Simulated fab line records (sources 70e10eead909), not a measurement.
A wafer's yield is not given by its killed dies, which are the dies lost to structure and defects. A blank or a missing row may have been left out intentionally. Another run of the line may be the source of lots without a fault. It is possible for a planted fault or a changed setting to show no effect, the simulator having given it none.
fab line records | flow nand_harc | part 2 of 2: steps 35 to 48 of 48
record lots=5 | wafers=15 | last_day=32
route steps=1302 shown P_STI@93 P_GATE@110
lots that met no fault: taken from a fault-free run of the same line
start_h: the number of hours between the record's first day and the start of the first shown wafer of the lot | wait_h: hours since the lot's step before | " unchanged from the row above | L1.1+2: several wafers, shown together as one row | - no value, or no start was given | * or withheld: withheld | < > ~ a bound
route shown NAME@n: NAME is a module with steps in the file, n the number in the route of the first one | usual: mean/standard deviation taken from wafers without a fault | same: alike in all rows | chamber/n: place in a boat | sites: per-site readings | _std_site: the standard deviation of these | _edge_site: inner sites' mean taken away from outer sites' mean | radius_mm: how far each site lies from the wafer's centre | mask NAME#n: copy n | behind: tool/chamber where the wafer was last shaped | hold: the reason the lot was held/the length of the hold in hours/how it ended | device: names the non-switching transistor (n, p or np) | end of line: the tests these same wafers got at the end of their route | step lacking rows: just its recipe | killed: count of dies lost to structure and defects at first sort (not the wafer's yield) | map: dies across one wafer; x = killed, . = not, _ = none there
set.NAME: the setting as run; set.NAME@STEP: as run at that earlier step | model.NAME: the simulator's own value behind a step, which no gauge read
lots at some steps of the route; a table a step, a row a wafer
services: from which hour (start_h, from the record's first day; less than 0 if before it) a tool's chamber was out of use, for how many hours, and why
## steps
# step NHARC_P_GATE_SRD_72
lot.wafer  | tool         | chamber | start_h | wait_h
L074.3+4+2 | wet_bench-01 | 4,5,0   | -       | -
L080.2+1+6 | wet_bench-01 | 6,0,1   | -       | -
L086.5+3+1 | wet_bench-05 | 6,7,0   | -       | -
L090.6+5+1 | wet_bench-01 | 0,1,3   | -       | -
L093.1+6+3 | wet_bench-07 | 3,5,7   | -       | -
# step NHARC_P_GATE_OXIDE_16
# recipe target_thk_a=30 | temp_c=875 | ox_time_s=392 | material=SiO2
lot.wafer  | tool       | chamber | start_h | wait_h
L074.2+3+4 | furnace-07 | 0       | 93.10   | -
L080.1+2+6 | furnace-08 | 0       | 154.36  | -
L086.1+3+5 | furnace-07 | 0       | 211.01  | -
L090.1+5+6 | furnace-08 | 0       | 245.13  | -
L093.1+3+6 | furnace-08 | 0       | 275.82  | -
# step NHARC_P_GATE_CVD_17
# recipe target_thk_a=1500 | temp_c=620 | time_s=900 | material=poly-Si
lot.wafer  | tool          | chamber | start_h | wait_h
L074.2+3+4 | lpcvd_poly-01 | 0       | 99.16   | 2.5
L080.1+2+6 | lpcvd_poly-01 | 0       | 160.46  | 2.5
L086.1+3+5 | lpcvd_poly-03 | 0       | 217.22  | 2.7
L090.1+5+6 | lpcvd_poly-02 | 0       | 251.24  | 2.6
L093.1+3+6 | lpcvd_poly-03 | 0       | 282.06  | 2.7
# step NHARC_P_GATE_HM_DEP_102
# recipe target_thk_a=1200 | temp_c=400 | material=aC
# usual throttle_valve_pct=35.000/0.0097
lot.wafer | tool       | chamber | start_h | wait_h | throttle_valve_pct
L074.2    | acl_dep-02 | 0       | 102.17  | 0.8    | 34.993
L074.3    | "          | 0       | "       | "      | 35.005
L074.4    | "          | 0       | "       | "      | 35.011
L080.1    | acl_dep-03 | 0       | 163.88  | 1.2    | 35.007
L080.2    | "          | 0       | "       | "      | 34.992
L080.6    | "          | 0       | "       | "      | 34.990
L086.1    | acl_dep-02 | 0       | 221.73  | 2.3    | 34.991
L086.3    | "          | 0       | "       | "      | 34.999
L086.5    | "          | 0       | "       | "      | 34.977
L090.1    | acl_dep-02 | 0       | 257.61  | 4.1    | 35.004
L090.5    | "          | 0       | "       | "      | 35.013
L090.6    | "          | 0       | "       | "      | 35.008
L093.1    | acl_dep-03 | 0       | 284.67  | 0.4    | 35.004
L093.3    | "          | 0       | "       | "      | 34.995
L093.6    | "          | 0       | "       | "      | 34.987
# step NHARC_P_GATE_DEP_103
# recipe target_thk_a=300 | target_thk_nm=30 | temp_c=400 | flow_sccm=200 | rf_w=350 | material=SiON
# usual heater_power_w=770/77 | rf_fwd_power_W=348.5/1.3
lot.wafer | tool     | chamber | start_h | wait_h | heater_power_w | rf_fwd_power_W
L074.3    | pecvd-01 | 0       | 102.72  | 0.3    | 642            | 349.8
L074.2    | "        | 2       | "       | "      | 762            | 347.6
L074.4    | "        | 2       | "       | "      | 771            | 347.7
L080.2    | pecvd-04 | 2       | 164.57  | 0.5    | 917            | 347.1
L080.1    | "        | 0       | "       | "      | 887            | 348.7
L080.6    | "        | 1       | "       | "      | 874            | 349.7
L086.3    | pecvd-03 | 1       | 222.39  | 0.3    | 769            | 348.8
L086.1    | "        | 0       | "       | "      | 723            | 348.3
L086.5    | "        | 2       | "       | "      | 686            | 346.2
L090.1    | pecvd-01 | 2       | 258.32  | 0.6    | 786            | 348.7
L090.6    | "        | 0       | "       | "      | 702            | 347.2
L090.5    | "        | 2       | "       | "      | 802            | 347.3
L093.3    | pecvd-03 | 2       | 285.34  | 0.4    | 712            | 344.7
L093.1    | "        | 0       | "       | "      | 784            | 346.7
L093.6    | "        | 0       | "       | "      | 801            | 347.2
# step NHARC_P_GATE_DEHYDRATE_18
# recipe temp_c=150 | time_s=120
# usual plate_temp_C=149.99/0.13
lot.wafer | tool           | chamber | start_h | wait_h | plate_temp_C
L074.2    | litho_track-04 | 0       | 103.00  | 0.2    | 149.86
L074.3    | "              | 0       | "       | "      | 149.96
L074.4    | "              | 0       | "       | "      | 149.92
L080.1    | litho_track-01 | 0       | 164.81  | 0.2    | 149.72
L080.2    | "              | 0       | "       | "      | 149.83
L080.6    | "              | 0       | "       | "      | 150.04
L086.1    | litho_track-01 | 0       | 222.66  | 0.2    | 149.98
L086.3    | "              | 0       | "       | "      | 150.11
L086.5    | "              | 0       | "       | "      | 150.17
L090.1    | litho_track-04 | 0       | 258.53  | 0.2    | 150.17
L090.5    | "              | 0       | "       | "      | 150.15
L090.6    | "              | 0       | "       | "      | 150.14
L093.1    | litho_track-06 | 0       | 285.62  | 0.2    | 149.91
L093.3    | "              | 0       | "       | "      | 150.17
L093.6    | "              | 0       | "       | "      | 150.03
# step NHARC_P_GATE_HMDS_19
# recipe time_s=30
lot.wafer  | tool           | chamber | start_h | wait_h
L074.2+3+4 | litho_track-04 | 0       | -       | -
L080.1+2+6 | litho_track-01 | 0       | -       | -
L086.1+3+5 | litho_track-01 | 0       | -       | -
L090.1+5+6 | litho_track-04 | 0       | -       | -
L093.1+3+6 | litho_track-06 | 0       | -       | -
# step NHARC_P_GATE_COAT_20
# recipe spin_rpm=1500 | resist_thk_nm=90
lot.wafer  | tool           | chamber | start_h | wait_h
L074.2+3+4 | litho_track-04 | 0       | -       | -
L080.1+2+6 | litho_track-01 | 0       | -       | -
L086.1+3+5 | litho_track-01 | 0       | -       | -
L090.1+5+6 | litho_track-04 | 0       | -       | -
L093.1+3+6 | litho_track-06 | 0       | -       | -
# step NHARC_P_GATE_SOFTBAKE_21
# recipe temp_c=105 | time_s=55
# usual plate_temp_C=104.97/0.12
lot.wafer | tool           | chamber | start_h | wait_h | plate_temp_C
L074.2    | litho_track-04 | 0       | -       | -      | 104.86
L074.3    | "              | 0       | "       | "      | 105.13
L074.4    | "              | 0       | "       | "      | 104.80
L080.1    | litho_track-01 | 0       | -       | -      | 104.90
L080.2    | "              | 0       | "       | "      | 104.98
L080.6    | "              | 0       | "       | "      | 104.97
L086.1    | litho_track-01 | 0       | -       | -      | 104.91
L086.3    | "              | 0       | "       | "      | 104.96
L086.5    | "              | 0       | "       | "      | 105.11
L090.1    | litho_track-04 | 0       | -       | -      | 105.21
L090.5    | "              | 0       | "       | "      | 104.99
L090.6    | "              | 0       | "       | "      | 104.90
L093.1    | litho_track-06 | 0       | -       | -      | 104.85
L093.3    | "              | 0       | "       | "      | 104.96
L093.6    | "              | 0       | "       | "      | 105.02
# step NHARC_P_GATE_EBR_22
lot.wafer  | tool           | chamber | start_h | wait_h
L074.2+3+4 | litho_track-04 | 0       | -       | -
L080.1+2+6 | litho_track-01 | 0       | -       | -
L086.1+3+5 | litho_track-01 | 0       | -       | -
L090.1+5+6 | litho_track-04 | 0       | -       | -
L093.1+3+6 | litho_track-06 | 0       | -       | -
# step NHARC_P_GATE_EXPOSE_23
# recipe na=1.35 | target_cd_nm=120 | dose_mj=93.91 | mask_id=P_GATE
# usual stage_vel_mm_s=499.96/0.26
lot.wafer | tool            | chamber | start_h | wait_h | mask     | stage_vel_mm_s
L074.2    | arfi_scanner-01 | 0       | 103.27  | -      | P_GATE#0 | 499.98
L074.3    | "               | 0       | "       | "      | P_GATE#0 | 500.46
L074.4    | "               | 0       | "       | "      | P_GATE#0 | 500.39
L080.1    | arfi_scanner-01 | 0       | 165.08  | -      | P_GATE#0 | 499.95
L080.2    | "               | 0       | "       | "      | P_GATE#0 | 499.91
L080.6    | "               | 0       | "       | "      | P_GATE#0 | 499.78
L086.1    | arfi_scanner-03 | 0       | 222.92  | -      | P_GATE#0 | 499.70
L086.3    | "               | 0       | "       | "      | P_GATE#0 | 499.49
L086.5    | "               | 0       | "       | "      | P_GATE#0 | 499.71
L090.1    | arfi_scanner-01 | 0       | 258.80  | -      | P_GATE#0 | 499.92
L090.5    | "               | 0       | "       | "      | P_GATE#0 | 499.64
L090.6    | "               | 0       | "       | "      | P_GATE#0 | 500.15
L093.1    | arfi_scanner-01 | 0       | 285.89  | -      | P_GATE#0 | 500.14
L093.3    | "               | 0       | "       | "      | P_GATE#0 | 499.93
L093.6    | "               | 0       | "       | "      | P_GATE#0 | 500.24
# step NHARC_P_GATE_PEB_24
# recipe peb_temp_c=100 | peb_time_s=65
# usual plate_temp_C=100.02/0.13
lot.wafer | tool           | chamber | start_h | wait_h | plate_temp_C
L074.2    | litho_track-01 | 0       | 103.32  | 0.1    | 100.13
L074.3    | "              | 0       | "       | "      | 100.01
L074.4    | "              | 0       | "       | "      | 99.87
L080.1    | litho_track-04 | 0       | 165.14  | 0.1    | 99.94
L080.2    | "              | 0       | "       | "      | 99.68
L080.6    | "              | 0       | "       | "      | 99.97
L086.1    | litho_track-04 | 0       | 222.98  | 0.1    | 100.00
L086.3    | "              | 0       | "       | "      | 99.80
L086.5    | "              | 0       | "       | "      | 100.08
L090.1    | litho_track-06 | 0       | 258.86  | 0.1    | 100.06
L090.5    | "              | 0       | "       | "      | 100.17
L090.6    | "              | 0       | "       | "      | 100.15
L093.1    | litho_track-01 | 0       | 285.95  | 0.1    | 100.01
L093.3    | "              | 0       | "       | "      | 100.14
L093.6    | "              | 0       | "       | "      | 100.07
# step NHARC_P_GATE_DEVELOP_25
# recipe develop_time_s=35 | dev_temp_c=23
lot.wafer  | tool           | chamber | start_h | wait_h
L074.2+3+4 | litho_track-01 | 0       | -       | -
L080.1+2+6 | litho_track-04 | 0       | -       | -
L086.1+3+5 | litho_track-04 | 0       | -       | -
L090.1+5+6 | litho_track-06 | 0       | -       | -
L093.1+3+6 | litho_track-01 | 0       | -       | -
# step NHARC_P_GATE_CD_MEAS_26
# recipe target_cd_nm=120 | landing_energy_ev=500
# usual cd_nm=119.6/0.78
lot.wafer | tool      | chamber | start_h | wait_h | cd_nm
L074.2    | cd_sem-03 | 0       | 103.40  | -      | 119.2
L074.3    | "         | 0       | "       | "      | 119.2
L074.4    | "         | 0       | "       | "      | 120.3
L080.1    | cd_sem-02 | 0       | 165.21  | -      | 118.5
L080.2    | "         | 0       | "       | "      | 119.0
L080.6    | "         | 0       | "       | "      | 117.7
L086.1    | cd_sem-02 | 0       | 223.06  | -      | 118.6
L086.3    | "         | 0       | "       | "      | 118.9
L086.5    | "         | 0       | "       | "      | 118.5
L090.1    | cd_sem-02 | 0       | 258.94  | -      | 119.4
L090.5    | "         | 0       | "       | "      | 118.8
L090.6    | "         | 0       | "       | "      | 120.3
L093.1    | cd_sem-03 | 0       | 286.02  | -      | 120.0
L093.3    | "         | 0       | "       | "      | 120.5
L093.6    | "         | 0       | "       | "      | 120.0
## services
tool           | chamber | start_h | hours | kind
litho_track-04 | -       | 28.00   | 7.0   | pm
furnace-04     | -       | 28.71   | 26.0  | pm
wet_bench-09   | -       | 40.60   | 6.7   | repair
wet_bench-04   | -       | 51.20   | 8.0   | pm
wet_bench-07   | -       | 60.77   | 4.0   | repair
litho_track-07 | -       | 76.00   | 7.0   | pm
cmp-04         | -       | 79.59   | 4.3   | repair
wet_bench-05   | -       | 84.80   | 8.0   | pm
litho_track-03 | -       | 100.00  | 7.0   | pm
wet_bench-01   | -       | 101.67  | 8.0   | pm
litho_track-05 | -       | 124.00  | 7.0   | pm
litho_track-01 | -       | 155.00  | 7.0   | pm
wet_bench-07   | -       | 160.00  | 8.0   | pm
wet_bench-09   | -       | 176.80  | 8.0   | pm
litho_track-06 | -       | 179.00  | 7.0   | pm
hdpcvd-01      | -       | 185.18  | 13.0  | pm
wet_bench-06   | -       | 193.60  | 8.0   | pm
litho_track-04 | -       | 203.00  | 7.0   | pm
wet_bench-04   | -       | 227.23  | 8.0   | pm
hdpcvd-01      | -       | 229.63  | 0.9   | repair
litho_track-07 | -       | 251.00  | 7.0   | pm
wet_bench-05   | -       | 260.80  | 8.0   | pm
litho_track-03 | -       | 275.00  | 7.0   | pm
wet_bench-01   | -       | 277.67  | 8.0   | pm
